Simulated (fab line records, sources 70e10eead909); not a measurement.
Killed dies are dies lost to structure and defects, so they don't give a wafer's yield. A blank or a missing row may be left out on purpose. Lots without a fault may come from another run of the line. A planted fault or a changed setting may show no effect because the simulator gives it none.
Chamber matching | flow nand_harc | NHARC_A_CONTACT_ALD_18 on ald_metal-02: 4 sister chambers
The step deposits TiN, target thk 3 nm, pulse time 1 s, ald cycles 150. 8 wafers are shown with their chamber, then 10 later ones without.

WAFERS WITH THEIR CHAMBER
wafer  | chamber | heater_power_w (W) | precursor_pulse_height_rel
L074.3 | 1       | 1105               | 0.971
L077.1 | 1       | 1130               | 0.959
L084.6 | 3       | 1144               | 0.990
L085.1 | 3       | 1142               | 1.005
L085.5 | 2       | 1067               | 1.015
L087.1 | 2       | 1071               | 1.009
L088.3 | 0       | 1197               | 1.009
L088.4 | 0       | 1190               | 0.990

WAFERS WITHOUT THEIR CHAMBER
wafer  | heater_power_w (W) | precursor_pulse_height_rel
L088.6 | 1167               | 1.017
L091.3 | 1208               | 1.013
L091.5 | 1099               | 1.014
L091.6 | 1195               | 0.996
L093.1 | 1045               | 0.972
L093.2 | 1105               | 0.986
L093.6 | 1149               | 1.005
L096.1 | 1138               | 0.985
L096.2 | 1080               | 1.003
L096.3 | 1196               | 0.985

WHICH CHAMBER EACH WENT THROUGH
wafer  | from the rows above     | in truth
L088.6 | can't be placed: 3 or 0 | 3
L091.3 | 0                       | 0
L091.5 | can't be placed: 2 or 3 | 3
L091.6 | 0                       | 0
L093.1 | 2                       | 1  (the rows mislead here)
L093.2 | can't be placed: 1 or 3 | 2
L093.6 | 3                       | 3
L096.1 | can't be placed: 3 or 1 | 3
L096.2 | 2                       | 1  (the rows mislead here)
L096.3 | 0                       | 0
Placed correctly: 4 of 10. Can't be placed from these rows: 4 (the true chamber is among the candidates in 3). Placed wrongly: 2.
How it was worked out, from the rows above alone: a wafer's distance from a chamber is the root of the sum, over the readings, of the square of ((its reading less the chamber's mean) divided by the reading's scatter). The wafer belongs to the nearest chamber; if the next one is less than 2 further off, it can't be placed. A chamber's mean is the mean of its shown wafers. The scatter: the root of (the sum of the squares of (reading less its chamber's mean) over the shown wafers, divided by (wafers less chambers)).
